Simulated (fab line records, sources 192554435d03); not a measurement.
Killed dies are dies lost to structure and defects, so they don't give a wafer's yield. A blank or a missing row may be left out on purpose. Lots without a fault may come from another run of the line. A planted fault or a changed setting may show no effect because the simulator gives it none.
Chamber matching | flow n5_finfet | N5_BEOL_M8_CURE_74 on uv_cure-02: 3 sister chambers
The step cures SiCOH lowk, time 240 s. 3 wafers are shown with their chamber, then 10 later ones without.

WAFERS WITH THEIR CHAMBER
wafer  | chamber | lamp_power_pct (%)
L083.6 | 2       | 52.29
L086.4 | 1       | 52.39
L089.2 | 0       | 52.31

WAFERS WITHOUT THEIR CHAMBER
wafer  | lamp_power_pct (%)
L089.3 | 52.32
L094.1 | 52.32
L094.3 | 52.38
L094.4 | 52.39
L094.2 | 52.25
L094.5 | 52.42
L094.6 | 52.35
L097.1 | 52.42
L097.2 | 52.26
L097.6 | 52.30

WHICH CHAMBER EACH WENT THROUGH
wafer  | from the rows above          | in truth
L089.3 | can't be placed: 0 or 2      | 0
L094.1 | can't be placed: 0 or 2      | 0
L094.3 | 1                            | 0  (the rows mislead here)
L094.4 | 1                            | 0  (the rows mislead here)
L094.2 | can't be placed: 2 or 0      | 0
L094.5 | 1                            | 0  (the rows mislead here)
L094.6 | can't be placed: 0 or 1 or 2 | 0
L097.1 | 1                            | 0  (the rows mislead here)
L097.2 | can't be placed: 2 or 0      | 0
L097.6 | can't be placed: 2 or 0      | 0
Placed correctly: 0 of 10. Can't be placed from these rows: 6 (the true chamber is among the candidates in 6). Placed wrongly: 4.
How it was worked out, from the rows above alone: a wafer's distance from a chamber is the root of the sum, over the readings, of the square of ((its reading less the chamber's mean) divided by the reading's scatter). The wafer belongs to the nearest chamber; if the next one is less than 2 further off, it can't be placed. A chamber's mean is the mean of its shown wafers. The scatter: with one shown wafer a chamber, the root of the mean of the squares of how far each hidden wafer lies from its nearest shown one.
